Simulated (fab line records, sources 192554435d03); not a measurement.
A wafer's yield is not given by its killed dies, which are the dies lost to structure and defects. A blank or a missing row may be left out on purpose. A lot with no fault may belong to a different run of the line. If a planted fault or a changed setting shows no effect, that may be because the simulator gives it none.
The tool behind it: which one? / flow n5Finfet / Sampling: 11 lots, 32 wafers, 5 of 1938 route steps

## WHAT THE GAUGES SHOWED, per wafer
N5_BEOL_M15_THK_MEAS_01. Usual: M15_ILD_THK typically reads 1635 nm, with standard deviation 19.
lot=L568; measured=day 11 12:26; on=filmMetro-01; M15_ILD_THK (nm)=1611 1624 1623; flag=
lot=L572; measured=day 12 17:55; on=filmMetro-02; M15_ILD_THK (nm)=1627 1649 1635; flag=
lot=L571; measured=day 13 05:07; on=filmMetro-01; M15_ILD_THK (nm)=1644 1660 1682; flag=
lot=L573; measured=day 14 07:57; on=filmMetro-02; M15_ILD_THK (nm)=1632 1644 1659; flag=
lot=L578; measured=day 14 21:41; on=filmMetro-01; M15_ILD_THK (nm)=1610 1623 1638; flag=
lot=L576; measured=day 14 22:02; on=filmMetro-01; M15_ILD_THK (nm)=1651 1660; flag=
lot=L579; measured=day 15 11:33; on=filmMetro-01; M15_ILD_THK (nm)=1633 1663 1653; flag=
lot=L587; measured=day 17 01:09; on=filmMetro-02; M15_ILD_THK (nm)=1620 1656 1639; flag=
lot=L590; measured=day 17 03:19; on=filmMetro-02; M15_ILD_THK (nm)=1644 1646 1643; flag=
lot=L588; measured=day 17 08:40; on=filmMetro-02; M15_ILD_THK (nm)=1621 1634 1646; flag=
lot=L591; measured=day 18 11:38; on=filmMetro-02; M15_ILD_THK (nm)=1618 1629 1625; flag=

## EACH LOT AND THE TOOL THAT RAN IT (in order: tool; ch and the chambers of the sampled wafers; start)
lot=L568; N5_BEOL_M14_DESCUM_33=rieDiel-06 ch 1,2, day 11 07:31; N5_BEOL_M14_ECD_47=ecdCu-01 ch 1, day 11 11:10; N5_BEOL_M14_CMP_49=cmp-01 ch 0,2,3, day 11 11:42; N5_BEOL_M15_ILD_DEP_00=pecvd-02 ch 0,1,2, day 11 12:11
lot=L572; N5_BEOL_M14_DESCUM_33=rieDiel-01 ch 1,2,3, day 12 14:29; N5_BEOL_M14_ECD_47=ecdCu-02 ch 0,1, day 12 16:33; N5_BEOL_M14_CMP_49=cmp-04 ch 1,2,3, day 12 17:04; N5_BEOL_M15_ILD_DEP_00=pecvd-01 ch 1,2, day 12 17:33
lot=L571; N5_BEOL_M14_DESCUM_33=rieDiel-01 ch 0,2,3, day 13 01:35; N5_BEOL_M14_ECD_47=ecdCu-02 ch 0,1, day 13 03:04; N5_BEOL_M14_CMP_49=cmp-03 ch 1,2,3, day 13 04:21; N5_BEOL_M15_ILD_DEP_00=pecvd-02 ch 0,2, day 13 04:46
lot=L573; N5_BEOL_M14_DESCUM_33=rieDiel-06 ch 0,2,3, day 14 03:07; N5_BEOL_M14_ECD_47=ecdCu-01 ch 1, day 14 06:44; N5_BEOL_M14_CMP_49=cmp-04 ch 0,1,3, day 14 07:13; N5_BEOL_M15_ILD_DEP_00=pecvd-02 ch 0,1, day 14 07:42
lot=L578; N5_BEOL_M14_DESCUM_33=rieDiel-01 ch 0,2, day 14 18:21; N5_BEOL_M14_ECD_47=ecdCu-01 ch 0,1, day 14 19:53; N5_BEOL_M14_CMP_49=cmp-04 ch 0,3, day 14 20:50; N5_BEOL_M15_ILD_DEP_00=pecvd-01 ch 1, day 14 21:20
lot=L576; N5_BEOL_M14_DESCUM_33=rieDiel-06 ch 0,1, day 14 18:44; N5_BEOL_M14_ECD_47=ecdCu-01 ch 0,1, day 14 20:32; N5_BEOL_M14_CMP_49=cmp-01 ch 1,3, day 14 21:18; N5_BEOL_M15_ILD_DEP_00=pecvd-01 ch 1, day 14 21:47
lot=L579; N5_BEOL_M14_DESCUM_33=rieDiel-01 ch 0,1, day 15 08:28; N5_BEOL_M14_ECD_47=ecdCu-01 ch 0,1, day 15 10:10; N5_BEOL_M14_CMP_49=cmp-03 ch 0,3, day 15 10:51; N5_BEOL_M15_ILD_DEP_00=pecvd-01 ch 0,1,2, day 15 11:18
lot=L587; N5_BEOL_M14_DESCUM_33=rieDiel-01 ch 0,3, day 16 20:06; N5_BEOL_M14_ECD_47=ecdCu-02 ch 0,1, day 16 23:55; N5_BEOL_M14_CMP_49=cmp-04 ch 0,1,2, day 17 00:27; N5_BEOL_M15_ILD_DEP_00=pecvd-01 ch 0,2, day 17 00:54
lot=L590; N5_BEOL_M14_DESCUM_33=rieDiel-01 ch 1,2, day 16 20:47; N5_BEOL_M14_ECD_47=ecdCu-02 ch 0, day 17 02:00; N5_BEOL_M14_CMP_49=cmp-01 ch 2,3, day 17 02:37; N5_BEOL_M15_ILD_DEP_00=pecvd-04 ch 0,1, day 17 03:04
lot=L588; N5_BEOL_M14_DESCUM_33=rieDiel-01 ch 0,2,3, day 17 04:05; N5_BEOL_M14_ECD_47=ecdCu-02 ch 0,1, day 17 07:14; N5_BEOL_M14_CMP_49=cmp-04 ch 1,2,3, day 17 08:03; N5_BEOL_M15_ILD_DEP_00=pecvd-04 ch 0,1,2, day 17 08:25
lot=L591; N5_BEOL_M14_DESCUM_33=rieDiel-01 ch 0,2,3, day 18 03:30; N5_BEOL_M14_ECD_47=ecdCu-02 ch 1, day 18 09:39; N5_BEOL_M14_CMP_49=cmp-03 ch 1,3, day 18 10:56; N5_BEOL_M15_ILD_DEP_00=pecvd-02 ch 0,1, day 18 11:23
- N5_BEOL_M14_DESCUM_33: chemistry O2, time 7.9 s.
- N5_BEOL_M14_ECD_47: material Cu, target thk 1248 nm.
- N5_BEOL_M14_CMP_49: polishes, stops on SiO2, t overpolish 5.2 s, target thk 560 nm.
- N5_BEOL_M15_ILD_DEP_00: deposits SiO2 from TEOS/O2, target thk 1629.3 nm, time 346.1 s.

## WHAT THE TOOLS THEMSELVES READ (means of the sampled wafers that have a number; where no wafer has one, the mark that the record gives instead)
N5_BEOL_M14_DESCUM_33. Usual: drypumpMotorCurrentA 5.8 A, standard deviation 0.4; oesProductAu 0.79 a.u., standard deviation 0.077; rfVppV 243.1 V, standard deviation 1.2; showerheadPlenumPTorr 2.09 Torr, standard deviation 0.069; throttleValvePct 20.5 %, standard deviation 0.3.
lot=L568; tool=rieDiel-06; drypumpMotorCurrentA (A)=6.5; oesProductAu (a.u.)=0.74; rfVppV (V)=242.3; showerheadPlenumPTorr (Torr)=2.05; throttleValvePct (%)=20.8; flag=
lot=L572; tool=rieDiel-01; drypumpMotorCurrentA (A)=5.8; oesProductAu (a.u.)=0.78; rfVppV (V)=243.4; showerheadPlenumPTorr (Torr)=2.10; throttleValvePct (%)=20.3; flag=
lot=L571; tool=rieDiel-01; drypumpMotorCurrentA (A)=5.8; oesProductAu (a.u.)=0.80; rfVppV (V)=242.3; showerheadPlenumPTorr (Torr)=2.07; throttleValvePct (%)=20.5; flag=
lot=L573; tool=rieDiel-06; drypumpMotorCurrentA (A)=6.0; oesProductAu (a.u.)=0.74; rfVppV (V)=243.2; showerheadPlenumPTorr (Torr)=2.08; throttleValvePct (%)=20.6; flag=
lot=L578; tool=rieDiel-01; drypumpMotorCurrentA (A)=5.6; oesProductAu (a.u.)=0.78; rfVppV (V)=242.5; showerheadPlenumPTorr (Torr)=2.07; throttleValvePct (%)=20.7; flag=
lot=L576; tool=rieDiel-06; drypumpMotorCurrentA (A)=5.8; oesProductAu (a.u.)=0.74; rfVppV (V)=242.6; showerheadPlenumPTorr (Torr)=2.05; throttleValvePct (%)=20.6; flag=
lot=L579; tool=rieDiel-01; drypumpMotorCurrentA (A)=5.5; oesProductAu (a.u.)=0.79; rfVppV (V)=242.1; showerheadPlenumPTorr (Torr)=2.04; throttleValvePct (%)=20.6; flag=
lot=L587; tool=rieDiel-01; drypumpMotorCurrentA (A)=5.7; oesProductAu (a.u.)=0.79; rfVppV (V)=243.2; showerheadPlenumPTorr (Torr)=2.01; throttleValvePct (%)=20.5; flag=
lot=L590; tool=rieDiel-01; drypumpMotorCurrentA (A)=5.6; oesProductAu (a.u.)=0.82; rfVppV (V)=243.0; showerheadPlenumPTorr (Torr)=2.11; throttleValvePct (%)=20.3; flag=
lot=L588; tool=rieDiel-01; drypumpMotorCurrentA (A)=5.8; oesProductAu (a.u.)=0.86; rfVppV (V)=242.3; showerheadPlenumPTorr (Torr)=2.06; throttleValvePct (%)=20.4; flag=
lot=L591; tool=rieDiel-01; drypumpMotorCurrentA (A)=5.8; oesProductAu (a.u.)=0.84; rfVppV (V)=242.9; showerheadPlenumPTorr (Torr)=2.06; throttleValvePct (%)=20.4; flag=

N5_BEOL_M14_CMP_49. Usual: motorCurrentA 7.6 A, standard deviation 0.99; timeToEndpointS 124 s, standard deviation 3.9.
lot=L568; tool=cmp-01; motorCurrentA (A)=7.6; timeToEndpointS (s)=123; flag=
lot=L572; tool=cmp-04; motorCurrentA (A)=7.2; timeToEndpointS (s)=121; flag=
lot=L571; tool=cmp-03; motorCurrentA (A)=8.5; timeToEndpointS (s)=125; flag=
lot=L573; tool=cmp-04; motorCurrentA (A)=7.7; timeToEndpointS (s)=121; flag=
lot=L578; tool=cmp-04; motorCurrentA (A)=8.1; timeToEndpointS (s)=84; flag=OFF
lot=L576; tool=cmp-01; motorCurrentA (A)=8.4; timeToEndpointS (s)=66; flag=OFF
lot=L579; tool=cmp-03; motorCurrentA (A)=7.5; timeToEndpointS (s)=106; flag=OFF
lot=L587; tool=cmp-04; motorCurrentA (A)=7.5; timeToEndpointS (s)=127; flag=
lot=L590; tool=cmp-01; motorCurrentA (A)=8.0; timeToEndpointS (s)=127; flag=
lot=L588; tool=cmp-04; motorCurrentA (A)=6.9; timeToEndpointS (s)=126; flag=
lot=L591; tool=cmp-03; motorCurrentA (A)=9.3; timeToEndpointS (s)=121; flag=

N5_BEOL_M15_ILD_DEP_00. Usual: heaterPowerW 507 W, standard deviation 95; showerheadPlenumPTorr 8.34 Torr, standard deviation 0.047; throttleValvePct 18.8 %, standard deviation 1.
lot=L568; tool=pecvd-02; heaterPowerW (W)=498; showerheadPlenumPTorr (Torr)=8.35; throttleValvePct (%)=19.3; flag=
lot=L572; tool=pecvd-01; heaterPowerW (W)=582; showerheadPlenumPTorr (Torr)=8.34; throttleValvePct (%)=18.8; flag=
lot=L571; tool=pecvd-02; heaterPowerW (W)=602; showerheadPlenumPTorr (Torr)=8.35; throttleValvePct (%)=18.9; flag=
lot=L573; tool=pecvd-02; heaterPowerW (W)=546; showerheadPlenumPTorr (Torr)=8.35; throttleValvePct (%)=19.3; flag=
lot=L578; tool=pecvd-01; heaterPowerW (W)=575; showerheadPlenumPTorr (Torr)=8.33; throttleValvePct (%)=19.6; flag=
lot=L576; tool=pecvd-01; heaterPowerW (W)=541; showerheadPlenumPTorr (Torr)=8.36; throttleValvePct (%)=19.4; flag=
lot=L579; tool=pecvd-01; heaterPowerW (W)=561; showerheadPlenumPTorr (Torr)=8.37; throttleValvePct (%)=18.8; flag=
lot=L587; tool=pecvd-01; heaterPowerW (W)=616; showerheadPlenumPTorr (Torr)=8.39; throttleValvePct (%)=18.4; flag=
lot=L590; tool=pecvd-04; heaterPowerW (W)=425; showerheadPlenumPTorr (Torr)=8.31; throttleValvePct (%)=19.1; flag=
lot=L588; tool=pecvd-04; heaterPowerW (W)=408; showerheadPlenumPTorr (Torr)=8.30; throttleValvePct (%)=18.4; flag=
lot=L591; tool=pecvd-02; heaterPowerW (W)=551; showerheadPlenumPTorr (Torr)=8.37; throttleValvePct (%)=18.2; flag=

## THE ANSWER, worked out from the rows above alone
Rule: take the mean of a lot's wafers that have a number; if it is more than 3 standard deviations from the usual mean, the lot is off. Also off: a lot with no number at a reading for which 4 or more lots have one. Where the step has rows for the other lots, those lots are counted as sound. The gauges are gone through in route order, then the tools' own readings, and for those a lot's mean is taken as printed above. The first step at which some lot is off is used, and at that step the reading that is off furthest; a lot without a number counts as furthest.
Off: L578, L576, L579, at N5_BEOL_M14_CMP_49 (timeToEndpointS).
If a tool, at that step or one of the process steps before it, ran each lot that is off and ran no sound lot following the first of them, it fits. One fits: N5_BEOL_M14_ECD_47 on ecdCu-01. Its last sound lot is L573 (day 14 06:44), its first lot that is off L578 (day 14 19:53): a fault that began between those two fits.

## WHAT THE SIMULATOR HAD INSERTED
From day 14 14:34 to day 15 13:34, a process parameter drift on ecdCu-01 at N5_BEOL_M14_ECD_47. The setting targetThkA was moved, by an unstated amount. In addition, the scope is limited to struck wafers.
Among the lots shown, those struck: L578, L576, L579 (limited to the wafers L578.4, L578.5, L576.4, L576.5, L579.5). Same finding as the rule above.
